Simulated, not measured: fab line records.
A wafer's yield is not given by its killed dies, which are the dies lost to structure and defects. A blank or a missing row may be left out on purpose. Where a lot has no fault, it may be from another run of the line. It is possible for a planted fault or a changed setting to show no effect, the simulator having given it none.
Which of the tools did it? / flow nand harc / 11 lots with 33 wafers sampled at 5 steps, on a route of 1302 steps

WHAT EACH GAUGE READ, for each wafer
NHARC_END_SORT_01.
lot=L170; measured=day 27 16:41; on=prober-02; killed at array=358 320 308; killed at other=1 0 1; killed at periphery=2 3 7; killed dies=361 323 316; killed open=2 3 6; killed short=3 5 1
lot=L172; measured=day 27 18:29; on=prober-01; killed at array=313 299 291; killed at other=0 0 1; killed at periphery=4 2 3; killed dies=317 301 295; killed open=3 3 2; killed short=4 3 3
lot=L178; measured=day 30 09:28; on=prober-02; killed at array=58 55 62; killed at other=2 2 0; killed at periphery=2 3 3; killed dies=62 60 65; killed open=3 3 5; killed short=6 3 9
lot=L177; measured=day 30 09:29; on=prober-01; killed at array=58 53 56; killed at other=2 0 1; killed at periphery=5 13 6; killed dies=65 66 63; killed open=1 5 6; killed short=1 1 5
lot=L179; measured=day 30 18:04; on=prober-01; killed at array=46 24 54; killed at other=0 0 1; killed at periphery=10 8 3; killed dies=56 32 58; killed open=4 3 2; killed short=0 2 2
lot=L183; measured=day 32 12:28; on=prober-01; killed at array=35 32 40; killed at other=2 1 0; killed at periphery=3 2 4; killed dies=40 35 44; killed open=5 2 3; killed short=3 2 5

EACH LOT AND THE TOOL THAT RAN IT (in order: tool; ch and the chambers of the sampled wafers; start)
lot=L171; NHARC_A_CONTACT_ETCH_133=har cap etch-01 ch 0,1, day 24 19:00; NHARC_A_CONTACT_ETCH_106=rie diel-06 ch 0,1, day 24 20:22; NHARC_A_CONTACT_DEP_84=acl dep-03 ch 0, day 25 01:50; NHARC_A_CONTACT_ETCH_31=rie diel-01 ch 0,1,3, day 25 05:20
lot=L170; NHARC_A_CONTACT_ETCH_133=har cap etch-03 ch 0,1, day 25 03:01; NHARC_A_CONTACT_ETCH_106=rie diel-13 ch 0,1, day 25 04:14; NHARC_A_CONTACT_DEP_84=acl dep-01 ch 0, day 25 05:34; NHARC_A_CONTACT_ETCH_31=rie diel-01 ch 0,3, day 25 08:25
lot=L172; NHARC_A_CONTACT_ETCH_133=har cap etch-01 ch 1, day 25 12:17; NHARC_A_CONTACT_ETCH_106=rie diel-01 ch 0,1,2, day 25 13:31; NHARC_A_CONTACT_DEP_84=acl dep-02 ch 0, day 25 15:04; NHARC_A_CONTACT_ETCH_31=rie diel-01 ch 0,1,3, day 25 18:19
lot=L178; NHARC_A_CONTACT_ETCH_133=har cap etch-01 ch 0,1, day 28 01:02; NHARC_A_CONTACT_ETCH_106=rie diel-06 ch 0,2, day 28 02:16; NHARC_A_CONTACT_DEP_84=acl dep-01 ch 0, day 28 02:55; NHARC_A_CONTACT_ETCH_31=rie diel-13 ch 0,1,2, day 28 06:14
lot=L177; NHARC_A_CONTACT_ETCH_133=har cap etch-02 ch 0,1, day 28 02:14; NHARC_A_CONTACT_ETCH_106=rie diel-06 ch 0,3, day 28 04:02; NHARC_A_CONTACT_DEP_84=acl dep-03 ch 0, day 28 06:25; NHARC_A_CONTACT_ETCH_31=rie diel-06 ch 0,1,3, day 28 09:47
lot=L179; NHARC_A_CONTACT_ETCH_133=har cap etch-03 ch 0,1, day 28 06:09; NHARC_A_CONTACT_ETCH_106=rie diel-06 ch 0,2,3, day 28 07:35; NHARC_A_CONTACT_DEP_84=acl dep-02 ch 0, day 28 09:04; NHARC_A_CONTACT_ETCH_31=rie diel-06 ch 0,2, day 28 12:04
lot=L182; NHARC_A_CONTACT_ETCH_133=har cap etch-02 ch 0,1, day 28 23:49; NHARC_A_CONTACT_ETCH_106=rie diel-13 ch 1,3, day 29 01:10; NHARC_A_CONTACT_DEP_84=acl dep-03 ch 0, day 29 06:26; NHARC_A_CONTACT_ETCH_31=rie diel-06 ch 0,3, day 29 09:41
lot=L184; NHARC_A_CONTACT_ETCH_133=har cap etch-01 ch 0,1, day 29 21:56; NHARC_A_CONTACT_ETCH_106=rie diel-13 ch 0,3, day 29 23:10; NHARC_A_CONTACT_DEP_84=acl dep-01 ch 0, day 30 00:25; NHARC_A_CONTACT_ETCH_31=rie diel-01 ch 1,3, day 30 03:13
lot=L183; NHARC_A_CONTACT_ETCH_133=har cap etch-02 ch 0,1, day 30 01:42; NHARC_A_CONTACT_ETCH_106=rie diel-06 ch 0,2,3, day 30 02:56; NHARC_A_CONTACT_DEP_84=acl dep-02 ch 0, day 30 03:52; NHARC_A_CONTACT_ETCH_31=rie diel-01 ch 0,1,2, day 30 07:08
lot=L185; NHARC_A_CONTACT_ETCH_133=har cap etch-02 ch 0,1, day 31 08:26; NHARC_A_CONTACT_ETCH_106=rie diel-06 ch 0,1,3, day 31 09:36; NHARC_A_CONTACT_DEP_84=acl dep-01 ch 0, day 31 10:50; NHARC_A_CONTACT_ETCH_31=rie diel-06 ch 0,1,2, day 31 13:41
lot=L186; NHARC_A_CONTACT_ETCH_133=har cap etch-01 ch 0,1, day 31 09:34; NHARC_A_CONTACT_ETCH_106=rie diel-06 ch 0,1,2, day 31 10:56; NHARC_A_CONTACT_DEP_84=acl dep-01 ch 0, day 31 12:00; NHARC_A_CONTACT_ETCH_31=rie diel-06 ch 2,3, day 31 15:15
- NHARC_A_CONTACT_ETCH_133: etches the open film in C4F8/O2/Ar, time 374 s, target depth 1610 nm.
- NHARC_A_CONTACT_ETCH_106: etches the open film in CF4/O2, target depth 90 nm, overetch 9 nm, time 49.5 s.
- NHARC_A_CONTACT_DEP_84: deposits aC, target thk 2800 nm.
- NHARC_A_CONTACT_ETCH_31: etches the open film in O2/COS, target depth 2800 nm, time 728 s.

AS READ BY THE TOOLS THEMSELVES (means over the sampled wafers that have a number; for cases with no such wafer, the mark the record gives instead)
NHARC_A_CONTACT_ETCH_133.
lot=L171; tool=har cap etch-01; run length s (s)=405.8
lot=L170; tool=har cap etch-03; run length s (s)=405.2
lot=L172; tool=har cap etch-01; run length s (s)=405.7
lot=L178; tool=har cap etch-01; run length s (s)=406.0
lot=L177; tool=har cap etch-02; run length s (s)=405.4
lot=L179; tool=har cap etch-03; run length s (s)=405.5
lot=L182; tool=har cap etch-02; run length s (s)=405.5
lot=L184; tool=har cap etch-01; run length s (s)=405.7
lot=L183; tool=har cap etch-02; run length s (s)=405.4
lot=L185; tool=har cap etch-02; run length s (s)=405.3
lot=L186; tool=har cap etch-01; run length s (s)=405.6

NHARC_A_CONTACT_ETCH_106.
lot=L171; tool=rie diel-06; bias w (W)=100.14; drypump motor current A (A)=5.7; o2 flow sccm (sccm)=20.00; oes product au (a.u.)=0.982; rf vpp V (V)=196.5; run length s (s)=71.2; showerhead plenum p Torr (Torr)=1.28; throttle valve pct (%)=13.395
lot=L170; tool=rie diel-13; bias w (W)=99.78; drypump motor current A (A)=5.7; o2 flow sccm (sccm)=20.07; oes product au (a.u.)=0.984; rf vpp V (V)=198.5; run length s (s)=71.1; showerhead plenum p Torr (Torr)=1.37; throttle valve pct (%)=13.405
lot=L172; tool=rie diel-01; bias w (W)=100.00; drypump motor current A (A)=5.8; o2 flow sccm (sccm)=20.03; oes product au (a.u.)=1.009; rf vpp V (V)=197.4; run length s (s)=70.8; showerhead plenum p Torr (Torr)=1.34; throttle valve pct (%)=13.407
lot=L178; tool=rie diel-06; bias w (W)=100.08; drypump motor current A (A)=5.9; o2 flow sccm (sccm)=20.03; oes product au (a.u.)=0.980; rf vpp V (V)=195.9; run length s (s)=71.2; showerhead plenum p Torr (Torr)=1.28; throttle valve pct (%)=13.402
lot=L177; tool=rie diel-06; bias w (W)=99.58; drypump motor current A (A)=6.1; o2 flow sccm (sccm)=20.03; oes product au (a.u.)=0.994; rf vpp V (V)=196.1; run length s (s)=71.0; showerhead plenum p Torr (Torr)=1.28; throttle valve pct (%)=13.388
lot=L179; tool=rie diel-06; bias w (W)=99.94; drypump motor current A (A)=5.9; o2 flow sccm (sccm)=20.00; oes product au (a.u.)=0.988; rf vpp V (V)=196.0; run length s (s)=71.0; showerhead plenum p Torr (Torr)=1.29; throttle valve pct (%)=13.394
lot=L182; tool=rie diel-13; bias w (W)=99.67; drypump motor current A (A)=5.2; o2 flow sccm (sccm)=19.98; oes product au (a.u.)=0.991; rf vpp V (V)=196.7; run length s (s)=71.1; showerhead plenum p Torr (Torr)=1.29; throttle valve pct (%)=13.411
lot=L184; tool=rie diel-13; bias w (W)=100.25; drypump motor current A (A)=5.6; o2 flow sccm (sccm)=19.96; oes product au (a.u.)=0.991; rf vpp V (V)=197.5; run length s (s)=70.3; showerhead plenum p Torr (Torr)=1.31; throttle valve pct (%)=13.394
lot=L183; tool=rie diel-06; bias w (W)=100.02; drypump motor current A (A)=5.9; o2 flow sccm (sccm)=20.01; oes product au (a.u.)=0.986; rf vpp V (V)=197.9; run length s (s)=70.9; showerhead plenum p Torr (Torr)=1.29; throttle valve pct (%)=13.394
lot=L185; tool=rie diel-06; bias w (W)=100.02; drypump motor current A (A)=5.6; o2 flow sccm (sccm)=20.06; oes product au (a.u.)=0.994; rf vpp V (V)=196.7; run length s (s)=71.1; showerhead plenum p Torr (Torr)=1.29; throttle valve pct (%)=13.401
lot=L186; tool=rie diel-06; bias w (W)=99.98; drypump motor current A (A)=5.6; o2 flow sccm (sccm)=20.02; oes product au (a.u.)=0.996; rf vpp V (V)=196.6; run length s (s)=70.9; showerhead plenum p Torr (Torr)=1.28; throttle valve pct (%)=13.394

NHARC_A_CONTACT_DEP_84.
lot=L171; tool=acl dep-03; throttle valve pct (%)=35.001
lot=L170; tool=acl dep-01; throttle valve pct (%)=34.997
lot=L172; tool=acl dep-02; throttle valve pct (%)=35.002
lot=L178; tool=acl dep-01; throttle valve pct (%)=34.992
lot=L177; tool=acl dep-03; throttle valve pct (%)=34.997
lot=L179; tool=acl dep-02; throttle valve pct (%)=35.003
lot=L182; tool=acl dep-03; throttle valve pct (%)=35.003
lot=L184; tool=acl dep-01; throttle valve pct (%)=34.999
lot=L183; tool=acl dep-02; throttle valve pct (%)=35.003
lot=L185; tool=acl dep-01; throttle valve pct (%)=34.998
lot=L186; tool=acl dep-01; throttle valve pct (%)=34.997

NHARC_A_CONTACT_ETCH_31.
lot=L171; tool=rie diel-01; bias w (W)=300.8; cos flow sccm (sccm)=19.95; drypump motor current A (A)=5.9; o2 flow sccm (sccm)=399.5; oes product au (a.u.)=1.004; rf vpp V (V)=313.3; run length s (s)=749.6; showerhead plenum p Torr (Torr)=3.08; throttle valve pct (%)=28.342
lot=L170; tool=rie diel-01; bias w (W)=-; cos flow sccm (sccm)=20.03; drypump motor current A (A)=6.0; o2 flow sccm (sccm)=398.0; oes product au (a.u.)=0.993; rf vpp V (V)=313.8; run length s (s)=584.5; showerhead plenum p Torr (Torr)=3.06; throttle valve pct (%)=28.322
lot=L172; tool=rie diel-01; bias w (W)=-; cos flow sccm (sccm)=20.04; drypump motor current A (A)=6.0; o2 flow sccm (sccm)=400.6; oes product au (a.u.)=1.007; rf vpp V (V)=313.4; run length s (s)=584.4; showerhead plenum p Torr (Torr)=3.08; throttle valve pct (%)=28.338
lot=L178; tool=rie diel-13; bias w (W)=300.6; cos flow sccm (sccm)=20.00; drypump motor current A (A)=5.9; o2 flow sccm (sccm)=401.1; oes product au (a.u.)=0.995; rf vpp V (V)=315.8; run length s (s)=749.5; showerhead plenum p Torr (Torr)=3.21; throttle valve pct (%)=28.328
lot=L177; tool=rie diel-06; bias w (W)=299.8; cos flow sccm (sccm)=19.98; drypump motor current A (A)=5.6; o2 flow sccm (sccm)=399.8; oes product au (a.u.)=0.995; rf vpp V (V)=312.5; run length s (s)=749.3; showerhead plenum p Torr (Torr)=3.02; throttle valve pct (%)=28.326
lot=L179; tool=rie diel-06; bias w (W)=299.9; cos flow sccm (sccm)=20.03; drypump motor current A (A)=5.9; o2 flow sccm (sccm)=399.1; oes product au (a.u.)=0.968; rf vpp V (V)=312.7; run length s (s)=749.6; showerhead plenum p Torr (Torr)=2.98; throttle valve pct (%)=28.331
lot=L182; tool=rie diel-06; bias w (W)=299.3; cos flow sccm (sccm)=20.00; drypump motor current A (A)=6.0; o2 flow sccm (sccm)=401.6; oes product au (a.u.)=0.994; rf vpp V (V)=313.6; run length s (s)=749.4; showerhead plenum p Torr (Torr)=3.04; throttle valve pct (%)=28.321
lot=L184; tool=rie diel-01; bias w (W)=300.4; cos flow sccm (sccm)=20.01; drypump motor current A (A)=5.9; o2 flow sccm (sccm)=401.9; oes product au (a.u.)=1.009; rf vpp V (V)=313.0; run length s (s)=749.6; showerhead plenum p Torr (Torr)=3.08; throttle valve pct (%)=28.331
lot=L183; tool=rie diel-01; bias w (W)=299.9; cos flow sccm (sccm)=20.02; drypump motor current A (A)=5.8; o2 flow sccm (sccm)=399.4; oes product au (a.u.)=0.995; rf vpp V (V)=314.6; run length s (s)=749.5; showerhead plenum p Torr (Torr)=3.10; throttle valve pct (%)=28.335
lot=L185; tool=rie diel-06; bias w (W)=300.5; cos flow sccm (sccm)=20.00; drypump motor current A (A)=5.7; o2 flow sccm (sccm)=399.5; oes product au (a.u.)=0.999; rf vpp V (V)=311.8; run length s (s)=749.6; showerhead plenum p Torr (Torr)=2.99; throttle valve pct (%)=28.329
lot=L186; tool=rie diel-06; bias w (W)=299.8; cos flow sccm (sccm)=20.00; drypump motor current A (A)=5.9; o2 flow sccm (sccm)=400.1; oes product au (a.u.)=0.998; rf vpp V (V)=312.5; run length s (s)=749.3; showerhead plenum p Torr (Torr)=3.04; throttle valve pct (%)=28.330

THE ANSWER, worked out from the rows above alone
Rule: usual is defined by the lots themselves. The widest of any qualifying gaps counts: lots, ordered by their means at a reading, are off when they make up no more than a third of the lots, leave a main group of 4 or more, and stand apart from it by 3 or more times the standard deviation of that group's means. A main group whose means are all the same, to the digits that the tables above print for the reading, isn't used. A lot without any number at a reading at which 4 lots or more have one is off too. The other lots that the step has rows for count as sound. The gauges are gone through in route order, then the tools' own readings, and for those a lot's mean is taken as printed above. At the first step where some lot is off, the reading lying furthest off is the one used; lots without a number count as furthest.
Off, at NHARC_END_SORT_01 on killed at array: L170, L172. Mean 48 and standard deviation 9.5 in the main group. Neither off nor sound, because the step has no rows for them: L171, L182, L184, L185, L186.
A tool fits if, at a process step before that reading, it ran every lot that is off, and no sound lot after the first of them. Not tried: the gauges at NHARC_END_SORT_01; whatever is off there is also off at NHARC_A_CONTACT_ETCH_106, on other tools, and gauge error can't account for it. Of those tried, none fits.

WHAT HAD BEEN PUT IN BY THE SIMULATOR
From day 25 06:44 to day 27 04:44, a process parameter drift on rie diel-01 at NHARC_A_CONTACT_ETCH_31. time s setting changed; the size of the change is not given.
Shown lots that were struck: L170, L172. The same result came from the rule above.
